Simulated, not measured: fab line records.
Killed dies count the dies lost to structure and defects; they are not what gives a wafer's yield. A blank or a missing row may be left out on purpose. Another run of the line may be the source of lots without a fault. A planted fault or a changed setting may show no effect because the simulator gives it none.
Split-lot study || flow n5Finfet || on a route of 1938 steps: 7 lots, 21 wafers read

ON THE SPLIT
At N5_HKMG_FIN_COAT_06 (resist thk 90 nm), the setting spinRpm was moved away from the recipe's 1500 rpm on 6 of the 21 wafers read, by -4.8% to -3.9%. All remaining wafers had this setting at the recipe value.

The split's own step is where the reading is taken.

THE READING
CAR-ArF_of_HKMG_FIN_COAT_06.thkNm (the simulator's own value, which no gauge read), in nm, at N5_HKMG_FIN_COAT_06 (resist thk 90 nm). No usual value for it is given in the file. Across the 15 wafers here that went through the recipe, the average is 90.0 nm and the standard deviation 0.24 nm.

{"wafer": "L075.1", "tool, chamber at the split": "lithoTrack-03, 0", "spinRpm as run, rpm": 1442, "against the recipe": "-3.9%", "CAR-ArF_of_HKMG_FIN_COAT_06.thkNm, nm": 92, "against lot-mates on the recipe": "+1.8"}
{"wafer": "L075.4", "tool, chamber at the split": "lithoTrack-03, 0", "spinRpm as run, rpm": 1442, "against the recipe": "-3.9%", "CAR-ArF_of_HKMG_FIN_COAT_06.thkNm, nm": 92.2, "against lot-mates on the recipe": "+2.0"}
{"wafer": "L075.6", "tool, chamber at the split": "lithoTrack-03, 0", "spinRpm as run, rpm": 1500, "against the recipe": "recipe", "CAR-ArF_of_HKMG_FIN_COAT_06.thkNm, nm": 90.2, "against lot-mates on the recipe": "-"}
{"wafer": "L076.1", "tool, chamber at the split": "lithoTrack-03, 0", "spinRpm as run, rpm": 1500, "against the recipe": "recipe", "CAR-ArF_of_HKMG_FIN_COAT_06.thkNm, nm": 89.8, "against lot-mates on the recipe": "-"}
{"wafer": "L076.2", "tool, chamber at the split": "lithoTrack-03, 0", "spinRpm as run, rpm": 1500, "against the recipe": "recipe", "CAR-ArF_of_HKMG_FIN_COAT_06.thkNm, nm": 90.2, "against lot-mates on the recipe": "-"}
{"wafer": "L076.5", "tool, chamber at the split": "lithoTrack-03, 0", "spinRpm as run, rpm": 1500, "against the recipe": "recipe", "CAR-ArF_of_HKMG_FIN_COAT_06.thkNm, nm": 90.2, "against lot-mates on the recipe": "-"}
{"wafer": "L084.1", "tool, chamber at the split": "lithoTrack-03, 0", "spinRpm as run, rpm": 1500, "against the recipe": "recipe", "CAR-ArF_of_HKMG_FIN_COAT_06.thkNm, nm": 90.2, "against lot-mates on the recipe": "-"}
{"wafer": "L084.5", "tool, chamber at the split": "lithoTrack-03, 0", "spinRpm as run, rpm": 1432, "against the recipe": "-4.5%", "CAR-ArF_of_HKMG_FIN_COAT_06.thkNm, nm": 92.2, "against lot-mates on the recipe": "+2.0"}
{"wafer": "L084.6", "tool, chamber at the split": "lithoTrack-03, 0", "spinRpm as run, rpm": 1432, "against the recipe": "-4.5%", "CAR-ArF_of_HKMG_FIN_COAT_06.thkNm, nm": 92.6, "against lot-mates on the recipe": "+2.4"}
{"wafer": "L089.3", "tool, chamber at the split": "lithoTrack-04, 0", "spinRpm as run, rpm": 1500, "against the recipe": "recipe", "CAR-ArF_of_HKMG_FIN_COAT_06.thkNm, nm": 90, "against lot-mates on the recipe": "-"}
{"wafer": "L089.5", "tool, chamber at the split": "lithoTrack-04, 0", "spinRpm as run, rpm": 1500, "against the recipe": "recipe", "CAR-ArF_of_HKMG_FIN_COAT_06.thkNm, nm": 90, "against lot-mates on the recipe": "-"}
{"wafer": "L089.6", "tool, chamber at the split": "lithoTrack-04, 0", "spinRpm as run, rpm": 1500, "against the recipe": "recipe", "CAR-ArF_of_HKMG_FIN_COAT_06.thkNm, nm": 90, "against lot-mates on the recipe": "-"}
{"wafer": "L094.1", "tool, chamber at the split": "lithoTrack-05, 0", "spinRpm as run, rpm": 1428, "against the recipe": "-4.8%", "CAR-ArF_of_HKMG_FIN_COAT_06.thkNm, nm": 92.2, "against lot-mates on the recipe": "+2.2"}
{"wafer": "L094.6", "tool, chamber at the split": "lithoTrack-05, 0", "spinRpm as run, rpm": 1428, "against the recipe": "-4.8%", "CAR-ArF_of_HKMG_FIN_COAT_06.thkNm, nm": 92.2, "against lot-mates on the recipe": "+2.2"}
{"wafer": "L094.4", "tool, chamber at the split": "lithoTrack-05, 0", "spinRpm as run, rpm": 1500, "against the recipe": "recipe", "CAR-ArF_of_HKMG_FIN_COAT_06.thkNm, nm": 90, "against lot-mates on the recipe": "-"}
{"wafer": "L095.4", "tool, chamber at the split": "lithoTrack-04, 0", "spinRpm as run, rpm": 1500, "against the recipe": "recipe", "CAR-ArF_of_HKMG_FIN_COAT_06.thkNm, nm": 89.6, "against lot-mates on the recipe": "-"}
{"wafer": "L095.6", "tool, chamber at the split": "lithoTrack-04, 0", "spinRpm as run, rpm": 1500, "against the recipe": "recipe", "CAR-ArF_of_HKMG_FIN_COAT_06.thkNm, nm": 89.6, "against lot-mates on the recipe": "-"}
{"wafer": "L095.5", "tool, chamber at the split": "lithoTrack-04, 0", "spinRpm as run, rpm": 1500, "against the recipe": "recipe", "CAR-ArF_of_HKMG_FIN_COAT_06.thkNm, nm": 89.8, "against lot-mates on the recipe": "-"}
{"wafer": "L097.4", "tool, chamber at the split": "lithoTrack-03, 0", "spinRpm as run, rpm": 1500, "against the recipe": "recipe", "CAR-ArF_of_HKMG_FIN_COAT_06.thkNm, nm": 90.4, "against lot-mates on the recipe": "-"}
{"wafer": "L097.5", "tool, chamber at the split": "lithoTrack-03, 0", "spinRpm as run, rpm": 1500, "against the recipe": "recipe", "CAR-ArF_of_HKMG_FIN_COAT_06.thkNm, nm": 90.4, "against lot-mates on the recipe": "-"}
{"wafer": "L097.6", "tool, chamber at the split": "lithoTrack-03, 0", "spinRpm as run, rpm": 1500, "against the recipe": "recipe", "CAR-ArF_of_HKMG_FIN_COAT_06.thkNm, nm": 90.2, "against lot-mates on the recipe": "-"}

THE FIT
A straight line over all 21 wafers: CAR-ArF_of_HKMG_FIN_COAT_06.thkNm changes by -0.495 nm for each +1% of spinRpm; r = -0.97; the points scatter about the line by 0.25 nm.
The same after taking each lot's own level away (the mean of its wafers on the recipe; 21 wafers): -0.476 nm for each +1%; r = -0.99; scatter 0.12 nm.
Per that fit: largest spinRpm move, reading shift of 2.3 nm.
From 89.67 to 90.33 nm: that is the span of the lots' own levels, equal to 2.7 times the standard deviation above.
Hence the lot-to-lot level has little effect on the slope; both slopes agree.
Check: for one of the wafers moved furthest among these (-4.8%), held out of the fit, the line's prediction against its lot-mates is +2.31 nm. Against them it came out at +2.2 nm.

ADDITIONAL SPLITS CARRIED BY THESE WAFERS
Note: prior to the reading, these wafers also went through further splits. Each is held against what the fit with the lots' levels taken away leaves over:
{"other split on the same wafers": "N5_DUMMY_GATE_COAT_09 spinRpm", "wafers away from the commonest value": 7, "r with CAR-ArF_of_HKMG_FIN_COAT_06.thkNm (lot level and that fit taken away)": -0.23}
{"other split on the same wafers": "N5_SD_EPI_N_PEB_07 pebTempC", "wafers away from the commonest value": 6, "r with CAR-ArF_of_HKMG_FIN_COAT_06.thkNm (lot level and that fit taken away)": "+0.26"}
{"other split on the same wafers": "N5_SDB_HM_DEP_00 timeS", "wafers away from the commonest value": 10, "r with CAR-ArF_of_HKMG_FIN_COAT_06.thkNm (lot level and that fit taken away)": "+0.23"}
{"other split on the same wafers": "N5_SDB_COAT_05 spinRpm", "wafers away from the commonest value": 6, "r with CAR-ArF_of_HKMG_FIN_COAT_06.thkNm (lot level and that fit taken away)": -0.16}
{"other split on the same wafers": "N5_SDB_CUT_ETCH_26 icpW", "wafers away from the commonest value": 8, "r with CAR-ArF_of_HKMG_FIN_COAT_06.thkNm (lot level and that fit taken away)": -0.23}

THE FILE'S OWN FIT
CAR-ArF_of_HKMG_FIN_COAT_06.thkNm changes by -0.476 nm for each +1% of spinRpm, r = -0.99.
